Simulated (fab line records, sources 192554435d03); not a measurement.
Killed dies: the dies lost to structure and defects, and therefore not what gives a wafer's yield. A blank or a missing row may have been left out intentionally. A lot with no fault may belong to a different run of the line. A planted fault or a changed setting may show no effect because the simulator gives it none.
One fault through the eyes of 3 desks -- flow n5_finfet -- numbers are kept per desk, each desk with only its own; the story behind them comes last

## FROM THE METROLOGY DESK
Means of the sampled wafers that have a number, per lot and without regard to the tool the lot ran on: this is what the gauges read. Marked OUT: a lot whose mean sits more than 4 standard deviations from the usual mean, which makes it out of limits; the brackets give that distance. Readings shown: 7 of its 12, picked as those furthest out on some lot.
Columns: A = DIBL_N at N5_BEOL_M4_RC_MEAS_101, usual 36.0 mV/V; B = IOFF_N at N5_BEOL_M4_RC_MEAS_101, usual 0.15 nA/um; C = IOFF_P at N5_BEOL_M4_RC_MEAS_101, usual 0.19 nA/um; D = ION_N at N5_BEOL_M4_RC_MEAS_101, usual 668 uA/um; E = ION_P at N5_BEOL_M4_RC_MEAS_101, usual 455 uA/um; F = VT_N at N5_BEOL_M4_RC_MEAS_101, usual 251 mV; G = VT_P at N5_BEOL_M4_RC_MEAS_101, usual -253 mV
lot,first seen here,A,B,C,D,E,F,G
L684,day 7 15:46,37.4,0.15,0.18,668,449,251,-254
L686,day 8 10:43,37.2,0.18,0.22,674,458,248,-251
L688,day 8 16:32,33.8,0.11,0.15,650,444,257,-255
L705,day 12 19:01,31.9,0.10,0.13,649,438,258,-262
L704,day 12 19:57,37.8,0.20,0.25,682,465,247,-247
This desk's finding: nothing out of limits on any of the 5 lots.

## THE DEFECT DESK
Counts from the inspections along the route, per lot, as means over the sampled wafers that have a number. Marked OUT: a lot whose mean sits more than 4 standard deviations from the usual mean, which makes it out of limits; the brackets give that distance.
Columns: A = raw_defect_count at N5_BEOL_M3_INSPECT_13, usual 429
lot,first seen here,A
L684,day 7 15:51,424
L686,day 8 10:49,429
L688,day 8 16:37,490
L705,day 12 19:06,474
L704,day 12 20:02,351
This desk's finding: nothing out of limits on any of the 5 lots.

## TOOL OWNER'S DESK, rie_diel-03
The tool's own readings at N5_BEOL_M3_ETCH_64 (etches SOC in N2/H2, target depth 75 nm, overetch 15 nm, time 112.5 s): means of the sampled wafers that have a number, for each lot that ran on this tool. Marked OUT: a lot whose mean sits more than 4 standard deviations from the usual mean, which makes it out of limits; the brackets give that distance.
Columns: A = drypump_motor_current_A at N5_BEOL_M3_ETCH_64, usual 5.6 A; B = h2_flow_sccm at N5_BEOL_M3_ETCH_64, usual 200.0 sccm; C = n2_flow_sccm at N5_BEOL_M3_ETCH_64, usual 200.0 sccm; D = oes_product_au at N5_BEOL_M3_ETCH_64, usual 0.62 a.u.; E = rf_vpp_V at N5_BEOL_M3_ETCH_64, usual 524.4 V; F = showerhead_plenum_p_Torr at N5_BEOL_M3_ETCH_64, usual 2.56 Torr; G = throttle_valve_pct at N5_BEOL_M3_ETCH_64, usual 17.65 %
lot,first seen here,A,B,C,D,E,F,G
L684,day 7 16:08,5.3,200.7,200.7,0.62,525.0,2.60,17.68
L686,day 8 11:02,5.4,199.7,200.1,0.55,525.8,2.61,17.77
L688,day 8 16:56,5.3,200.3,199.6,0.57,525.5,2.60,17.72
This desk's finding: nothing out of limits on any of the 3 lots.

## PUT TOGETHER
Metrology desk: nothing out of limits seen.
No out-of-limits result turned up at the defect desk.
The tool owner's desk saw nothing out of limits.

## WHAT THE SIMULATOR HAD INSERTED
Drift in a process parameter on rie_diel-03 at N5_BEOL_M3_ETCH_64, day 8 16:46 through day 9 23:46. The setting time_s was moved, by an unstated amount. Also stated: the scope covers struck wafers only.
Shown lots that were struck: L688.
